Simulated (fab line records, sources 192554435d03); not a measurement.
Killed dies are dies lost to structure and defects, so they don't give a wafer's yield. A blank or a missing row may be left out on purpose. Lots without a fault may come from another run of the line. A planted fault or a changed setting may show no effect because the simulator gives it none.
fab line records | flow n5_finfet
record lots=4 wafers=12 last_day=18
route steps=1938 shown GATE_CUT@511 MOL_CONTACT_COAG@517 BEOL_M4@1111 PASSIVATION@1936
lots that met no fault: from a run of the same line without faults
start_h: hours from the record's first day to the start of the lot's first wafer shown | wait_h: hours since the lot's step before | " the same as in the row above | L1.1+2: a row that stands for several wafers | - no value, or no start given | * or withheld: withheld | < > ~ a bound
route shown NAME@n: a module of which the file shows steps, and the number in the route of the first | usual: mean/standard deviation of fault-free wafers | same: alike in all rows | chamber/n: place in a boat | sites: the reading at each site | _std_site: their standard deviation | _edge_site: outer sites' mean less inner sites' | radius_mm: how far each site lies from the wafer's centre | mask NAME#n: copy n | behind: the tool/chamber that last shaped the wafer | hold: why the lot was held/for how many hours/how that ended | device: the transistor (n, p or np) that didn't switch | end of line: the same wafers' tests at the end of the route | a step without rows: its recipe alone | killed: dies lost to structure and defects at the first sort, not the wafer's yield | map: a wafer's dies, x killed, . not, _ none there
set.NAME: the setting as run; set.NAME@STEP: as run at that earlier step | model.NAME: the simulator's own value behind a step, which no gauge read
lots at some steps of the route; a table a step, a row a wafer
services: from which hour (start_h, from the record's first day; less than 0 if before it) a tool's chamber was out of use, for how many hours, and why
## steps
# step N5_GATE_CUT_CMP_23
# recipe stop_on=SiO2 t_overpolish_s=23.4 post_cmp_clean=alkaline_brush down_force_psi=2.5 platen_rpm=51.8 pad_velocity_m_s=1.0307 target_thk_nm=16
# step N5_GATE_CUT_CMP_43
# recipe material=SiO2 post_cmp_clean=rinse_only
# step N5_GATE_CUT_CMP_61
# recipe stop_on=SiNx t_overpolish_s=3 post_cmp_clean=alkaline_brush down_force_psi=4 platen_rpm=27.09 pad_velocity_m_s=0.539
# step N5_MOL_CONTACT_COAG_COAT_103
# recipe resist=SOC temp_c=250 time_s=60 spin_rpm=1500 resist_thk_nm=80
# step N5_MOL_CONTACT_COAG_COAT_104
# recipe resist=SiARC temp_c=220 time_s=60 spin_rpm=1500 resist_thk_nm=12
# step N5_MOL_CONTACT_COAG_COAT_58
# recipe resist=underlayer temp_c=205 time_s=60 spin_rpm=1500 resist_thk_nm=10
# step N5_MOL_CONTACT_COAG_COAT_02
# recipe resist=CAR-EUV spin_rpm=1500 resist_thk_nm=30
# step N5_MOL_CONTACT_COAG_EBR_04
# recipe solvent=PGMEA ebr_width_mm=1.5
# step N5_MOL_CONTACT_COAG_SOFTBAKE_03
# recipe temp_c=110 time_s=60 resist=CAR-EUV
# step N5_MOL_CONTACT_COAG_EXPOSE_05
# recipe mask_id=CA na=0.33 source_shape=annular sigma_inner=0.4 sigma_outer=0.8 polarization=unpolarized defocus_nm=0 dose_mj=38.25
# usual exposure_dose_mJ_cm2=38.13/0.037
# same na=0.33
# columns lot.wafer tool chamber start_h wait_h mask exposure_dose_mJ_cm2
L368.2 euv_scanner-01 0 115.45 - CA#0 38.16
L368.3 " 0 " " CA#0 38.13
L368.6 " 0 " " CA#0 38.14
L381.1 euv_scanner-01 0 190.29 - CA#0 38.74
L381.2 " 0 " " CA#0 38.83
L381.5 " 0 " " CA#0 38.77
L382.1 euv_scanner-01 0 199.54 - CA#0 38.67
L382.2 " 0 " " CA#0 38.63
L382.3 " 0 " " CA#0 38.62
L386.2 euv_scanner-02 0 218.58 - CA#0 38.07
L386.5 " 0 " " CA#0 38.12
L386.6 " 0 " " CA#0 38.04
# step N5_MOL_CONTACT_COAG_PEB_06
# recipe peb_temp_c=100 peb_time_s=60 resist=CAR-EUV
# step N5_MOL_CONTACT_COAG_DEVELOP_07
# recipe develop_time_s=30 developer=TMAH resist=CAR-EUV rinse_liquid=surfactant_rinse dry=air_spin dev_temp_c=23
# step N5_MOL_CONTACT_COAG_DESCUM_13
# recipe chemistry=O2 time_s=7 source_power_w=50 bias_power_w=20 pressure_mtorr=20 rf_frequency_hz=2.712e+07 temp_c=40 resist=CAR-EUV o2_flow_sccm=225
# step N5_MOL_CONTACT_COAG_ETCH_59
# recipe chemistry=N2/H2 target=underlayer target_depth_a=130 mask_material=CAR-EUV time_s=10.4 ion_energy_ev=200 pressure_mtorr=30 source_w=840 bias_w=150 n2_flow_sccm=200 h2_flow_sccm=200 ends=cleared
# usual bias_w=150.0/0.42 chamber_pressure_mTorr=30.002/0.028 drypump_motor_current_A=5.7/0.48 etch_rf_on_time_s=10.37/0.14 oes_product_au=0.67/0.068 rf_vpp_V=524.8/2.7 showerhead_plenum_p_Torr=2.57/0.094 throttle_valve_pct=17.93/0.26
# columns lot.wafer tool chamber start_h wait_h bias_w chamber_pressure_mTorr drypump_motor_current_A etch_rf_on_time_s oes_product_au rf_hours_counter_h rf_vpp_V showerhead_plenum_p_Torr throttle_valve_pct model.MOL_CONTACT_COAG.cd_offset_nm
L368.2 rie_diel-06 2 116.07 0.0 150.6 30.040 5.4 10.16 0.66 154 527.1 2.64 18.20 0.2
L368.3 " 3 " " 149.7 30.000 6.4 10.35 0.67 112 524.7 2.56 18.25 0.2
L368.6 " 2 " " 150.3 30.045 5.5 10.14 0.65 - 527.1 2.64 18.21 0.2
L381.1 rie_diel-01 0 190.57 0.0 149.6 30.054 5.7 10.52 0.63 183 519.8 2.42 18.08 0.4
L381.2 " 1 " " 149.4 30.043 5.6 10.37 0.72 58 527.1 2.69 17.62 0.4
L381.5 " 0 " " 150.2 29.960 5.7 10.49 0.63 - 520.1 2.42 18.08 0.4
L382.1 rie_diel-06 2 199.83 0.0 150.2 29.967 5.4 10.30 0.63 181 526.2 2.63 18.24 0.2
L382.2 " 0 " " 150.1 29.986 5.7 10.26 0.77 29 521.7 2.49 17.66 0.2
L382.3 " 1 " " 151.4 29.986 5.0 10.50 0.76 23 521.9 2.48 17.53 0.4
L386.2 rie_diel-01 2 218.93 0.0 149.8 29.975 5.0 10.55 0.58 246 525.2 2.61 18.27 0
L386.5 " 3 " " 150.0 29.971 6.2 10.42 0.64 - 527.5 2.65 17.93 0
L386.6 " 0 " " 150.7 30.005 5.7 10.63 0.62 - 519.4 2.42 18.12 0
# step N5_MOL_CONTACT_COAG_ETCH_105
# recipe chemistry=CF4 target=SiARC target_depth_a=156 mask_material=CAR-EUV time_s=26 ion_energy_ev=80 pressure_mtorr=40 source_w=545 bias_w=36 Ar_flow_sccm=100 cf4_flow_sccm=100 ends=cleared
# step N5_MOL_CONTACT_COAG_ETCH_106
# recipe chemistry=N2/H2 target=SOC target_depth_a=800 overetch_a=160 mask_material=SiARC temp_c=40 time_s=120 ion_energy_ev=200 pressure_mtorr=30 source_w=840 bias_w=150 n2_flow_sccm=200 h2_flow_sccm=200
# step N5_MOL_CONTACT_COAG_STRIP_107
# recipe chemistry=N2/H2 temp_c=40 n2_flow_sccm=200 h2_flow_sccm=200 rf_frequency_hz=6e+07
# step N5_MOL_CONTACT_COAG_STRIP_108
# recipe chemistry=N2/H2 temp_c=40 n2_flow_sccm=200 h2_flow_sccm=200 rf_frequency_hz=6e+07
# step N5_MOL_CONTACT_COAG_CONTACT_ETCH_14
# recipe chemistry=C4F6/O2 target=SiO2 target_depth_a=275 overetch_a=85 mask_material=SOC pressure_mtorr=30 source_w=370 bias_w=185 Ar_flow_sccm=300 C4F6_flow_sccm=16 O2_flow_sccm=10 time_s=20 ion_energy_ev=259.6
# step N5_MOL_CONTACT_COAG_STRIP_109
# recipe chemistry=C4F6/O2 resist=SiARC rf_frequency_hz=6e+07
# step N5_MOL_CONTACT_COAG_ETCH_15
# recipe chemistry=CH3F/O2 target=SiNx target_depth_a=70 mask_material=SOC stop_on=Si:P over_etch_frac=0.75 ion_energy_ev=120 pressure_mtorr=30 source_w=395 bias_w=73 Ar_flow_sccm=150 CH3F_flow_sccm=30 O2_flow_sccm=20
# step N5_MOL_CONTACT_COAG_ETCH_110
# recipe chemistry=CF4/O2 target=Si target_depth_a=25 time_s=8 pressure_mtorr=100 source_w=200 bias_w=12 ion_energy_ev=60 Ar_flow_sccm=100 cf4_flow_sccm=100 O2_flow_sccm=10
# usual O2_flow_sccm=10.001/0.027 bias_w=12.00/0.037 chamber_pressure_mTorr=100.00/0.089 drypump_motor_current_A=5.7/0.48 oes_product_au=0.79/0.079 rf_vpp_V=127.2/1.4 showerhead_plenum_p_Torr=2.25/0.074 throttle_valve_pct=10.79/0.28
# columns lot.wafer tool chamber start_h wait_h O2_flow_sccm bias_w chamber_pressure_mTorr drypump_motor_current_A oes_product_au rf_hours_counter_h rf_vpp_V showerhead_plenum_p_Torr throttle_valve_pct model.MOL_CONTACT_COAG.cd_offset_nm
L368.2 rie_diel-06 2 116.31 0.0 9.963 12.03 100.16 5.5 0.76 154 125.8 2.31 11.04 0.2
L368.3 " 3 " " 9.991 11.95 99.99 6.4 0.79 112 125.9 2.24 10.90 0
L368.6 " 2 " " 10.022 12.00 100.12 5.4 0.76 - 127.4 2.31 11.03 0.2
L381.1 rie_diel-01 0 190.82 0.0 9.988 12.04 100.08 5.6 0.73 184 127.4 2.13 11.04 0.4
L381.2 " 1 " " 9.983 11.99 99.91 5.6 0.84 58 129.0 2.34 10.48 0.4
L381.5 " 0 " " 9.937 12.01 100.05 5.6 0.73 - 125.8 2.13 11.02 0.4
L382.1 rie_diel-06 2 200.07 0.0 10.028 12.00 99.93 5.4 0.73 181 126.5 2.30 11.13 0.2
L382.2 " 0 " " 9.963 12.00 99.92 5.7 0.90 29 127.8 2.18 10.43 0
L382.3 " 1 " " 9.998 11.99 100.07 5.0 0.89 23 126.2 2.18 10.43 0.2
L386.2 rie_diel-01 2 219.17 0.0 9.980 11.97 100.07 5.0 0.68 246 126.1 2.28 11.25 0
L386.5 " 3 " " 9.972 12.00 99.89 6.2 0.75 - 128.7 2.31 10.80 0.2
L386.6 " 0 " " 9.957 12.02 100.05 5.6 0.72 - 125.7 2.13 11.07 0
# step N5_MOL_CONTACT_COAG_STRIP_98
# recipe chemistry=N2/H2 power_w=500 temp_c=40 pressure_mtorr=50 rf_frequency_hz=6e+07 overash_fraction=0.3 bias_power_w=8 h2_frac=0.5 n2_flow_sccm=300 h2_flow_sccm=300
# step N5_BEOL_M4_RC_MEAS_101
# usual DIBL_N=36.5/1.4 DIBL_P=36.6/1.6 IOFF_N=0.160/0.024 IOFF_P=0.217/0.029 ION_N=674/8.7 ION_P=464/6.5 SS_N=71.6/0.47 SS_P=73.4/0.57 VT_N=250.0/2.5 VT_P=-250/3.1
# columns lot.wafer tool chamber start_h wait_h DIBL_N[mV/V] DIBL_P[mV/V] IOFF_N[nA/um] IOFF_P[nA/um] ION_N[uA/um] ION_P[uA/um] SS_N[mV/dec] SS_P[mV/dec] VT_N[mV] VT_P[mV]
L368.2 prober-01 0 195.49 0.2 37.3 37.8 0.193 0.267 688 481 71.8 72.7 245.2 -244
L368.3 " 0 " " 36.4 37.2 0.182 0.263 688 479 71.7 73.4 246.1 -245
L368.6 " 0 " " 36.7 37.0 0.184 0.254 690 476 71.8 72.3 249.1 -245
L381.1 prober-02 0 270.15 0.0 37.9 37.6 0.159 0.218 669 463 71.7 73.2 252.3 -251
L381.2 " 0 " " 37.6 37.4 0.159 0.213 670 464 71.7 73.4 252.0 -251
L381.5 " 0 " " 36.2 36.4 0.139 0.197 663 459 71.4 73.1 249.7 -250
L382.1 prober-01 0 277.95 0.0 34.6 36.7 0.141 0.195 666 460 71.8 72.6 252.7 -252
L382.2 " 0 " " 34.3 35.8 0.130 0.185 660 456 71.4 73.3 254.4 -252
L382.3 " 0 " " 33.7 35.7 0.128 0.182 660 456 71.2 72.3 254.5 -254
L386.2 prober-01 0 301.30 0.2 35.7 38.0 0.155 0.196 675 458 72.1 73.3 251.8 -252
L386.5 " 0 " " 35.5 38.1 0.153 0.204 680 462 71.6 73.2 251.5 -252
L386.6 " 0 " " 37.5 41.2 0.203 0.257 684 467 71.7 73.7 249.2 -248
# step N5_PASSIVATION_PROBE_49
# usual defect_limited_yield=91.2/1.4 killed_at_M0_to_M3=34/9.4 killed_at_M4_up=13/5.8 killed_at_contacts=13/6.4 killed_at_front_end=41/11 killed_at_other=3.1/2.3 killed_dies=103/16 killed_on_rim=13/3.4 killed_open=69/12 killed_short=33/7.8 sort_bin_5_function=5.1/0.91 sort_bin_6_memory=3.3/0.63 sort_n_pass=1077/16 sort_yield_pct=91.2/1.4
# same gross_dies=1180 killed_at_back_side=0 sort_bin_4_leakage[%]=0 sort_bin_8_speed[%]=0
# columns lot.wafer tool chamber start_h wait_h defect_limited_yield[%] killed_at_M0_to_M3 killed_at_M4_up killed_at_contacts killed_at_front_end killed_at_other killed_dies killed_on_rim killed_open killed_short sort_bin_5_function[%] sort_bin_6_memory[%] sort_n_pass sort_yield_pct[%]
L382.3 prober-01 - 374.12 0.1 93.5 29 16 10 17 5 77 10 46 31 2.9 3.3 1103 93.5
# killed by level:class
L382.3 BEOL_M3:geometric_particle:open=8 MOL_CONTACT_COAG:geometric_particle:open=7 STI_FIN_REVEAL:geometric_particle:open=5 BEOL_M0_SAQP:geometric_particle:short=5 BEOL_M4:geometric_particle:open=5 BEOL_M4:geometric_particle:short=5 BEOL_M2:geometric_particle:short=4 GATE_CUT:geometric_particle:short=3
## services
# columns tool chamber start_h hours kind
euv_scanner-01 - 100.86 5.8 pm
rie_diel-06 1 112.08 - clean
rie_diel-06 1 112.08 - consumable_replace:focus_ring
rie_diel-06 1 112.08 16.5 scheduled_down
rie_diel-06 1 112.08 16.5 vent_cycle
euv_scanner-02 - 116.90 1.0 pm
euv_scanner-02 - 118.08 1.0 repair
rie_diel-06 - 152.14 4.3 pm
euv_scanner-02 - 153.70 12.0 pm
euv_scanner-01 0 164.26 - calibration
euv_scanner-01 - 165.70 1.0 pm
euv_scanner-02 - 173.05 1.0 pm
rie_diel-01 2 185.30 17.7 repair
euv_scanner-02 0 211.18 - calibration
euv_scanner-01 - 217.10 1.0 pm
## key
first_sign step=N5_MOL_CONTACT_COAG_EXPOSE_05 reading=exposure_dose_mJ_cm2 direction=up sigmas=16 usual=38.13 struck=38.71
effect none on later readings
model_effect step=N5_MOL_CONTACT_COAG_ETCH_59 value=MOL_CONTACT_COAG.cd_offset_nm without=0.03333 struck=0.3333
model_effect step=N5_MOL_CONTACT_COAG_ETCH_110 value=MOL_CONTACT_COAG.cd_offset_nm without=-0.06667 struck=0.2667
met_at N5_MOL_CONTACT_COAG_EXPOSE_05
struck_wafers L381.1,L381.2,L381.5,L382.1,L382.2,L382.3
loop_trim step=N5_MOL_CONTACT_COAG_EXPOSE_05 setting=dose lots=L382
onset_between 115.45 190.29
fault kind=process_parameter_drift tool=euv_scanner-01 chamber=- onset_h=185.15 steps=N5_MOL_CONTACT_COAG_EXPOSE_05 channel=dose_mj offset=0.68536 shape=step acts_in=these_recipes_only stated=38.25
# loop_trim: a control loop set the setting to another value than it would have without faults
